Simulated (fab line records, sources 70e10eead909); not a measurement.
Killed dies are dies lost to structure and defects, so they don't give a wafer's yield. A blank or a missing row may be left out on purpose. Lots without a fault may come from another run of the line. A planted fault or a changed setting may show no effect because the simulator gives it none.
Chamber matching | flow nand_harc | NHARC_A_WL_FILL_ALD_02 on ald_metal-04: 4 sister chambers
The step deposits TiN, target thk 2 nm, pulse time 3 s, ald cycles 100. 7 wafers are shown with their chamber, then 7 later ones without.

WAFERS WITH THEIR CHAMBER
wafer  | chamber | heater_power_outer_w (W) | heater_power_w (W)
L078.6 | 1       | 637                      | 1023
L080.4 | 3       | 741                      | 1159
L083.3 | 2       | 670                      | 1111
L083.5 | 3       | 744                      | 1149
L083.6 | 0       | 785                      | 1179
L089.1 | 0       | 780                      | 1203
L089.2 | 2       | 662                      | 1106

WAFERS WITHOUT THEIR CHAMBER
wafer  | heater_power_outer_w (W) | heater_power_w (W)
L089.6 | 638                      | 1016
L090.2 | 743                      | 1132
L090.4 | 776                      | 1183
L090.5 | 664                      | 1083
L093.2 | 754                      | 1175
L093.4 | 755                      | 1165
L093.6 | 752                      | 1181

WHICH CHAMBER EACH WENT THROUGH
wafer  | from the rows above | in truth
L089.6 | 1                   | 1
L090.2 | 3                   | 3
L090.4 | 0                   | 0
L090.5 | 2                   | 2
L093.2 | 3                   | 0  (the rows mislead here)
L093.4 | 3                   | 3
L093.6 | 3                   | 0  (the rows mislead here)
Placed correctly: 5 of 7. Can't be placed from these rows: 0. Placed wrongly: 2.
How it was worked out, from the rows above alone: a wafer's distance from a chamber is the root of the sum, over the readings, of the square of ((its reading less the chamber's mean) divided by the reading's scatter). The wafer belongs to the nearest chamber; if the next one is less than 2 further off, it can't be placed. A chamber's mean is the mean of its shown wafers. The scatter: the root of (the sum of the squares of (reading less its chamber's mean) over the shown wafers, divided by (wafers less chambers)).
